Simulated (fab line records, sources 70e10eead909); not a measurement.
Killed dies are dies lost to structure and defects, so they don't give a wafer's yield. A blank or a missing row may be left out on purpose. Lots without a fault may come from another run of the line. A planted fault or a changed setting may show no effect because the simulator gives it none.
Problem report in the 8D (eight disciplines) form, filled by code | flow nand_harc | the parts of the form that need people (team, actions taken, sign-off) are left out

1. THE PROBLEM
killed_at_array at NHARC_END_SORT_01 reads a mean of 527 on 6 wafers of 2 lots; wafers without a fault read 28 with a standard deviation of 11. That is +45 standard deviations from the usual mean.
First seen on wafer L718.2, day 24 05:43, on prober-02. The record holds 18 wafers of 6 lots with a number at this step. Rule for "out", or "out of limits": more than 4 standard deviations from the usual mean. The other wafers with a number count as sound.

2. WHAT IT IS AND WHAT IT IS NOT
question                    | is                           | is not
which readings at this step | killed_at_array, killed_dies | killed_at_periphery, killed_open, killed_short
which lots                  | L717, L718                   | L704, L713, L723, L724
which wafers of those lots  | all that have a number       | -
read on which gauges        | prober-01, prober-02         | -
when                        | from day 24 05:43            | up to then (6 sound wafers); but 6 sound wafers of L723, L724 came after

3. SUSPECTS, AND WHAT RULES EACH OUT
Counting: a tool at a process step up to the reading stays a suspect if it ran every lot that is out and no sound lot after the first of them.
- the gauge at NHARC_END_SORT_01: ruled out. The wafers that are out were read on 2 gauges (prober-01, prober-02).
- cmp-02 at NHARC_A_STAIRCASE_CMP_152 (polishes): kept. It ran every lot that is out, first L718 (day 18 09:44), and no sound lot after that; its last sound lot up to then is L704 (day 14 08:24).
- rie_diel-11 at NHARC_A_STAIRCASE_ETCHBACK_157 (etches the open film in CH3F/O2, target depth 90 nm, time 167.14 s): ruled out as a lasting fault. Sound lots L723 ran on it after its first lot that is out, L718 (day 18 10:34).
- pecvd-03 at NHARC_A_SGD_CUT_DEP_00 (deposits SiNx, target thk 50 nm): ruled out as a lasting fault. Sound lots L724 ran on it after its first lot that is out, L718 (day 18 11:45).
Left after counting: cmp-02 at NHARC_A_STAIRCASE_CMP_152.

4. THE CAUSE (what the simulator had put in)
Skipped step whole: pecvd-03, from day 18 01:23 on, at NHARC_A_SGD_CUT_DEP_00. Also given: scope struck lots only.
Counting ruled it out, wrongly: the rule takes a fault to strike every lot that its tool runs from its start on, and this one did not.

5. THE CHAIN OF EFFECTS, in route order
Each row: a reading whose mean over the struck wafers that have a number lies more than 3 standard deviations from the usual. Only readings for which the record gives a usual standard deviation are gone through. hours: the time from each lot's start at the first step in this table that gives one to its start at this step, as a median over the lots. sigmas: the change in usual standard deviations.
hours | step              | reading         | usual | on struck wafers | change | sigmas
0     | NHARC_END_SORT_01 | killed_at_array | 28    | 527              | +499   | +45
0     | NHARC_END_SORT_01 | killed_dies     | 31    | 531              | +500   | +42
Readings that are blank on the struck wafers while sound wafers have them: heater_power_outer_w at NHARC_A_SGD_CUT_DEP_00; heater_power_w at NHARC_A_SGD_CUT_DEP_00.

6. WHAT WOULD HAVE CAUGHT IT SOONER
In this record the first reading out of limits at a measuring or inspecting step was taken at day 24 05:43, 148 hours after the fault began at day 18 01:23.
At NHARC_A_SGD_CUT_DEP_00 the tool's readings are blank on the struck wafers, where sound wafers have them: an empty tool record is the first sign, and it was there at once.
